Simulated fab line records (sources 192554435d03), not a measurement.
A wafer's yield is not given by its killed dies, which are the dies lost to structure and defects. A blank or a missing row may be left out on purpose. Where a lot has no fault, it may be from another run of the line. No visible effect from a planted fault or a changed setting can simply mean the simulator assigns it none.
fab line records | flow n5_finfet
record: lots: 4 wafers: 12 last_day: 16
route steps=1938 shown BEOL_M1@835 BEOL_M2@841 BEOL_M4@1111
lots untouched by any fault: they come from a run of this same line in which no faults occurred
start_h: hours from the record's first day to the start of the lot's first wafer shown | wait_h: time in hours since the lot's previous step | " the same as in the row above | L1.1+2: several wafers, shown together as one row | - no value present, or no start provided | * or withheld: withheld | < > ~ a bound
route shown NAME@n: NAME is a module with steps in the file, n the number in the route of the first one | usual: mean/standard deviation taken from wafers without a fault | same: alike in all rows | chamber/n: place in a boat | sites: readings site by site | _std_site: the standard deviation of these | _edge_site: inner sites' mean taken away from outer sites' mean | radius_mm: for every site, how far away it sits from the centre of the wafer | mask NAME#n: copy n | behind: the last tool/chamber to shape the wafer | hold: why the lot was held/for how many hours/how that ended | device: transistor that didn't switch, given as n, p or np | end of line: the same wafers' tests at the end of the route | a step without rows: its recipe alone | killed: at the first sort, the dies lost to defects and structure; wafer yield is something else | map: a wafer's dies, marking killed ones x, the rest . and places with no die _
set.NAME: setting as actually run; set.NAME@STEP: the setting as run at that earlier step | model.NAME: the simulator's own value behind a step, which no gauge read
lots at some steps of the route; a table a step, a row a wafer
services: a tool's chamber out of use, with start hour (start_h, from the record's first day; less than 0 if before it), hours out, and reason
== steps ==
step: N5_BEOL_M1_PRE_CLEAN_60
recipe: gas: NH3/H2 time_s: 15 temp_c: * rf_power_w: 300
step: N5_BEOL_M1_CO_CAP_55
recipe: material: Co target_thk_a: 20 temp_c: 200 precursor: CCTBA/H2 pressure_torr: 30 time_s: 102.1
step: N5_BEOL_M1_PRE_CLEAN_56
recipe: gas: NH3 time_s: 15 temp_c: withheld rf_power_w: 300
step: N5_BEOL_M1_DEP_57
recipe: material: SiCN target_thk_a: 80 temp_c: withheld precursor: 3MS/NH3 pressure_torr: 3 rf_w: 202 time_s: 14
step: N5_BEOL_M2_ILD_DEP_00
recipe: material: SiOC target_thk_a: 790 temp_c: 350 precursor: DEMS/O2 pressure_torr: 5 rf_w: 500 time_s: 15.3
step: N5_BEOL_M2_PECVD_72
recipe: material: SiO2 target_thk_a: 160 temp_c: 400 precursor: TEOS/O2 pressure_torr: 5.5 rf_w: 450 teos_flow_sccm: 53.8 gas: O2 flow_sccm: 3000 time_s: 18
step: N5_BEOL_M2_HM_DEP_02
recipe: material: TiN target_thk_a: 200 temp_c: 25 chamber_pressure_pa: 0.49996
step: N5_BEOL_M2_COAT_61
recipe: resist: SOC temp_c: 250 time_s: 60 spin_rpm: 1500 resist_thk_nm: 60
step: N5_BEOL_M2_COAT_62
recipe: resist: SiARC temp_c: 220 time_s: 60 spin_rpm: 1500 resist_thk_nm: 12
step: N5_BEOL_M2_COAT_73
recipe: resist: underlayer temp_c: 205 time_s: 60 spin_rpm: 1500 resist_thk_nm: 5
usual: dispense_pressure_kPa: 53.4/2.3 plate_temp_C: 204.98/0.18 spin_speed_rpm: 1499.9/1.2
columns lot.wafer tool chamber start_h wait_h dispense_pressure_kPa plate_temp_C spin_speed_rpm model.underlayer_of_BEOL_M2_COAT_73.thk_nm
L164.1 litho_track-01 0 130.88 - 54.5 204.87 1500.1 5
L164.5 " 0 " " 54.5 205.01 1499.3 5
L164.6 " 0 " " 54.6 205.04 1499.0 5
L174.1 litho_track-05 0 196.21 - 50.9 205.12 1499.7 5
L174.5 " 0 " " 50.9 205.29 1502.0 5
L174.6 " 0 " " 50.9 205.16 1498.0 5
L175.4 litho_track-01 0 196.51 - 54.5 204.88 1271.9 5.4
L175.5 " 0 " " 54.5 204.59 1272.8 5.4
L175.6 " 0 " " 54.5 204.71 1272.6 5.4
L181.2 litho_track-01 0 238.96 - 54.5 205.02 1274.2 5.4
L181.4 " 0 " " 54.5 204.81 1272.2 5.4
L181.5 " 0 " " 54.5 204.65 1271.6 5.4
step: N5_BEOL_M2_COAT_05
recipe: resist: CAR-EUV spin_rpm: 1500 resist_thk_nm: 30
step: N5_BEOL_M2_EBR_07
recipe: solvent: PGMEA ebr_width_mm: 1.5
step: N5_BEOL_M2_SOFTBAKE_06
recipe: temp_c: 110 time_s: 60 resist: CAR-EUV
step: N5_BEOL_M2_EXPOSE_08
recipe: mask_id: M2 na: 0.33 source_shape: dipole sigma_inner: 0.369 sigma_outer: 0.767 polarization: unpolarized dose_mj: 41.25
step: N5_BEOL_M2_PEB_09
recipe: peb_temp_c: 100 peb_time_s: 60 resist: CAR-EUV
step: N5_BEOL_M2_DEVELOP_10
recipe: develop_time_s: 30 developer: TMAH resist: CAR-EUV rinse_liquid: surfactant_rinse dry: air_spin dev_temp_c: 23
step: N5_BEOL_M2_DESCUM_16
recipe: chemistry: O2 time_s: 7 source_power_w: 50 bias_power_w: 20 pressure_mtorr: 20 rf_frequency_hz: 2.712e+07 temp_c: 40 resist: CAR-EUV o2_flow_sccm: 225
step: N5_BEOL_M2_ETCH_74
recipe: chemistry: N2/H2 target: underlayer target_depth_a: 65 mask_material: CAR-EUV time_s: 5.2 ion_energy_ev: 200 pressure_mtorr: 30 source_w: 840 bias_w: 150 n2_flow_sccm: 200 h2_flow_sccm: 200 ends: cleared
usual: chamber_pressure_mTorr: 30.00/0.042 drypump_motor_current_A: 5.5/0.36 etch_rf_on_time_s: 5.17/0.072 n2_flow_sccm: 199.9/0.61 oes_product_au: 0.68/0.068 rf_vpp_V: 524.7/2.5 showerhead_plenum_p_Torr: 2.57/0.067 throttle_valve_pct: 17.85/0.2
columns lot.wafer tool chamber start_h wait_h chamber_pressure_mTorr drypump_motor_current_A etch_rf_on_time_s n2_flow_sccm oes_product_au rf_hours_counter_h rf_vpp_V showerhead_plenum_p_Torr throttle_valve_pct model.etch.depth_nm
L164.1 rie_diel-04 0 131.31 0.0 29.96 5.8 5.18 199.7 0.62 204 526.3 2.51 17.88 5.002
L164.5 " 0 " " 29.95 5.7 5.27 199.9 0.61 - 522.8 2.51 17.87 5.012
L164.6 " 3 " " 30.01 5.7 5.11 200.2 0.75 - 526.8 2.59 17.76 4.996
L174.1 rie_diel-02 1 196.76 0.0 30.02 4.7 5.28 199.4 0.69 99 525.1 2.56 18.04 5.02
L174.5 " 2 " " 30.00 5.5 5.28 200.4 0.62 - 523.3 2.52 17.75 5.009
L174.6 " 1 " " 30.04 4.7 5.24 199.2 0.70 - 527.1 2.56 18.05 4.995
L175.4 rie_diel-01 1 197.06 0.0 30.07 5.9 5.61 200.1 0.58 226 524.0 2.61 17.96 5.417
L175.5 " 0 " " 30.05 5.3 5.59 199.2 0.74 - 525.6 2.68 17.61 5.409
L175.6 " 3 " " 30.00 5.7 5.64 199.8 0.75 - 521.1 2.48 17.64 5.414
L181.2 rie_diel-04 2 239.74 0.0 29.98 5.4 5.63 199.3 0.70 87 524.2 2.57 17.95 5.439
L181.4 " 0 " " 30.01 5.8 5.78 201.1 0.59 239 523.4 2.50 17.92 5.442
L181.5 " 2 " " 29.97 5.4 5.61 200.5 0.71 - 524.5 2.57 17.92 5.437
step: N5_BEOL_M2_ETCH_63
recipe: chemistry: CF4 target: SiARC target_depth_a: 156 mask_material: CAR-EUV time_s: 26 ion_energy_ev: 80 pressure_mtorr: 40 source_w: 545 bias_w: 36 Ar_flow_sccm: 100 cf4_flow_sccm: 100 ends: cleared
step: N5_BEOL_M4_RC_MEAS_101
usual: DIBL_N: 36.2/1.2 DIBL_P: 36.3/1.3 IOFF_N: 0.155/0.019 IOFF_P: 0.210/0.029 ION_N: 677/8.6 ION_P: 465/6.8 SS_N: 71.4/0.48 SS_P: 73.2/0.53 VT_N: 249.9/2.4 VT_P: -250/3.2
columns lot.wafer tool chamber start_h wait_h DIBL_N[mV/V] DIBL_P[mV/V] IOFF_N[nA/um] IOFF_P[nA/um] ION_N[uA/um] ION_P[uA/um] SS_N[mV/dec] SS_P[mV/dec] VT_N[mV] VT_P[mV]
L164.1 prober-02 0 158.27 0.0 36.7 37.5 0.172 0.218 680 469 71.5 73.3 249.2 -250
L164.5 " 0 " " 37.2 37.8 0.173 0.225 686 469 71.9 72.9 251.2 -250
L164.6 " 0 " " 37.2 37.5 0.171 0.211 678 466 71.6 72.8 249.5 -249
L174.1 prober-01 0 244.92 0.0 39.0 38.6 0.199 0.271 688 471 72.1 73.6 247.0 -243
L174.5 " 0 " " 35.3 34.6 0.131 0.211 679 472 71.0 72.2 253.8 -247
L174.6 " 0 " " 35.7 35.3 0.140 0.217 674 466 71.4 72.3 250.8 -247
L175.4 prober-01 0 254.03 0.5 36.9 36.8 0.174 0.242 679 470 71.8 73.6 248.2 -248
L175.5 " 0 " " 37.3 37.2 0.191 0.256 685 471 71.7 74.4 246.6 -248
L175.6 " 0 " " 34.5 34.0 0.137 0.197 658 461 71.2 72.6 249.8 -251
L181.2 prober-02 0 292.54 0.2 37.0 35.3 0.142 0.169 678 458 71.0 72.6 250.7 -254
L181.4 " 0 " " 38.0 37.1 0.164 0.183 688 459 71.3 72.7 249.7 -256
L181.5 " 0 " " 37.4 36.3 0.152 0.182 667 454 71.6 73.9 251.5 -255
== services ==
columns tool chamber start_h hours kind
rie_diel-02 0 113.52 7.3 repair
rie_diel-01 1 136.85 10.3 repair
rie_diel-02 1 137.28 9.5 repair
rie_diel-04 3 144.66 14.2 repair
rie_diel-02 - 159.50 1.4 repair
rie_diel-01 0 183.85 7.7 repair
rie_diel-02 3 195.74 3.8 repair
rie_diel-04 1 207.48 14.3 repair
rie_diel-04 - 209.64 0.6 repair
rie_diel-04 0 217.81 6.3 repair
rie_diel-02 2 227.15 4.2 repair
rie_diel-01 - 238.63 15.6 pm
== key ==
first_sign: step: N5_BEOL_M2_COAT_73 reading: spin_speed_rpm direction: down sigmas: 99+ usual: * struck: *
effect: step: N5_BEOL_M2_ETCH_74 reading: etch_rf_on_time_s direction: up sigmas: 6.6 usual: * struck: *
model_effect: step: N5_BEOL_M2_COAT_73 value: underlayer_of_BEOL_M2_COAT_73.thk_nm without: 5 struck: 5.4
model_effect: step: N5_BEOL_M2_ETCH_74 value: etch.depth_nm without: 4.998 struck: 5.426
met_at N5_BEOL_M2_COAT_73
struck_wafers L175.4,L175.5,L175.6,L181.2,L181.4,L181.5
onset_between 130.88 196.51
fault: kind: process_parameter_drift tool: litho_track-01 chamber: - onset_h: 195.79 steps: N5_BEOL_M2_COAT_73 channel: spin_rpm offset: * shape: step end_h: 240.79 acts_in: * stated: *
